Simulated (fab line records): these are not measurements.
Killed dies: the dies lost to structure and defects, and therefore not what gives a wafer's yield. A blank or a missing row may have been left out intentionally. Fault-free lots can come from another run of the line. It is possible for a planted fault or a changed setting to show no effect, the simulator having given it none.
Chamber matching	flow nandHarc	NHARC_A_STAIRCASE_DESCUM_219 on rieDiel-09 has 4 sister chambers
The step chemistry O2, time 3 s. 20 wafers are shown with their chamber, then 10 later ones without.

WAFERS WITH THEIR CHAMBER
wafer	chamber	drypumpMotorCurrentA (A)	showerheadPlenumPTorr (Torr)	oesProductAu (a.u.)
L075.1	0	5.6	1.93	1.004
L075.5	3	6.6	1.81	1.018
L075.6	0	5.6	1.93	1.004
L079.1	0	5.6	1.93	0.997
L079.2	1	6.2	1.84	1.002
L079.4	3	6.6	1.80	0.999
L081.1	2	6.5	1.81	0.986
L081.4	3	6.6	1.80	0.993
L081.6	2	6.5	1.81	0.978
L083.1	2	6.5	1.81	0.987
L083.2	1	6.1	1.84	1.004
L083.5	3	6.6	1.80	1.009
L084.2	1	6.2	1.84	1.006
L084.3	0	5.6	1.93	0.999
L084.5	3	6.6	1.80	1.006
L085.1	3	6.6	1.80	1.010
L085.5	1	6.2	1.83	0.999
L085.6	2	6.5	1.81	0.992
L088.1	3	6.6	1.80	1.008
L088.2	2	6.5	1.80	1.003

SIGNATURES (means of the wafers above)
reading	chamber 0	chamber 1	chamber 2	chamber 3	scatter within a chamber
drypumpMotorCurrentA	5.600	6.175	6.500	6.600	0.0217
showerheadPlenumPTorr	1.9300	1.8375	1.8080	1.8014	0.00388
oesProductAu	1.00100	1.00275	0.98920	1.00614	0.00705
Rule: a wafer lies at a distance from a chamber equal to the root of the sum of squares, over the readings, of (its reading less the chamber's mean, divided by the reading's scatter). If the next closest chamber is less than 2 further off than the closest, the wafer can't be placed; otherwise it belongs to the closest. The scatter is the square root of a quotient: the sum, over the shown wafers, of each reading's squared deviation from its chamber's mean, divided by wafers minus chambers.

WAFERS WITH NO CHAMBER GIVEN
wafer	drypumpMotorCurrentA (A)	showerheadPlenumPTorr (Torr)	oesProductAu (a.u.)
L088.4	6.2	1.83	1.004
L093.1	6.5	1.80	0.997
L093.3	5.6	1.92	0.983
L093.4	6.6	1.79	0.999
L091.1	6.5	1.80	0.992
L091.5	6.6	1.79	1.004
L091.6	6.5	1.80	0.992
L097.1	6.5	1.80	0.996
L097.3	6.6	1.79	1.007
L097.5	6.5	1.80	0.996

WHICH CHAMBER EACH WENT THROUGH
wafer	from the rows above	in truth
L088.4	1	1
L093.1	2	2
L093.3	0	0
L093.4	3	3
L091.1	2	2
L091.5	3	3
L091.6	2	2
L097.1	2	2
L097.3	3	3
L097.5	2	2
10 of 10 placed correctly. Can't be placed from these rows: 0. Number placed wrongly: 0.
